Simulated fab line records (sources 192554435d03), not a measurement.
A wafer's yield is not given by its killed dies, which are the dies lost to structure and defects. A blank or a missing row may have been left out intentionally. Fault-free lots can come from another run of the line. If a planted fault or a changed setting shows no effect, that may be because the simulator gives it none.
Problem report, 8D (eight disciplines) form, completed by code    flow n5 finfet    the parts of the form that need people (team, actions taken, sign-off) are left out

== 1. THE PROBLEM ==
At N5_PASSIVATION_PROBE_49, killed at front end averages 266 over 6 wafers from 2 lots, while fault-free wafers read 42, standard deviation 12. Relative to the usual mean, that is a shift of +19 standard deviations.
First observed at day 13 22:59: wafer L680.3, on prober-02. The record holds 6 wafers of 2 lots with a number at this step. The rule behind "out" and "out of limits": a value lying over 4 standard deviations away from the usual mean. The other wafers with a number count as sound.

== 2. WHAT IT IS, AND WHAT IT ISN'T ==
question                     is                                               is not
which readings at this step  killed at front end, killed dies, killed on rim  killed_at_M0_to_M3, killed_at_M4_up, killed at contacts, killed at other
which lots                   L680, L682                                       -
which wafers of those lots   all that have a number                           -
read on which tools          prober-01, prober-02                             -
when                         from day 13 22:59                                up to then (0 sound wafers)

== 3. THE SUSPECTS, EACH WITH WHAT RULES IT OUT ==
Counting: a tool at a process step up to the reading stays a suspect if it ran every lot that is out and no sound lot after the first of them.
- cmp-02 at N5_HKMG_FIN_CMP_23 (polishes, stops on SiNx, t overpolish 10 s, target thk 46.326 nm): kept. It ran every lot that is out, first L680 (day 6 18:03), and no sound lot after that.
After counting, what remains is cmp-02 at N5_HKMG_FIN_CMP_23.

== 4. THE CAUSE (what the simulator had put in) ==
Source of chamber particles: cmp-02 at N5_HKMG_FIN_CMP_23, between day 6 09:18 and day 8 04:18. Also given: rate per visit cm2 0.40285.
This tool alone remained once counting was done.

== 5. THE CHAIN OF EFFECTS, in route order ==
Each row: a reading whose mean over the struck wafers that have a number lies more than 3 standard deviations from the usual. Only readings whose record carries a usual standard deviation are examined. hours: median over the lots of the time between each lot's start at the first step of this table that gives one and its start at this step. sigmas: the change, counted in usual standard deviations.
hours  step                     reading              usual  on struck wafers  change  sigmas
0      N5_PASSIVATION_PROBE_49  killed at front end  42     266               +224    +19
0      N5_PASSIVATION_PROBE_49  killed dies          105    318               +213    +13
0      N5_PASSIVATION_PROBE_49  killed on rim        13     44                +31     +7.8
Its process steps:
- N5_PASSIVATION_PROBE_49

== 6. HOW IT WOULD HAVE BEEN CAUGHT EARLIER ==
The fault began at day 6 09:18; the first out-of-limits reading in this record came at day 13 22:59, 182 hours later.
Tool readings at N5_HKMG_FIN_CMP_23 with a usual standard deviation given in the record: none out on any struck wafer, hence no alarm at a limit of 4 standard deviations on them.
By day 13 22:59, every lot that is out (2) had started N5_HKMG_FIN_CMP_23 on cmp-02. Had the tool been put on hold then, not one of them would have been saved.
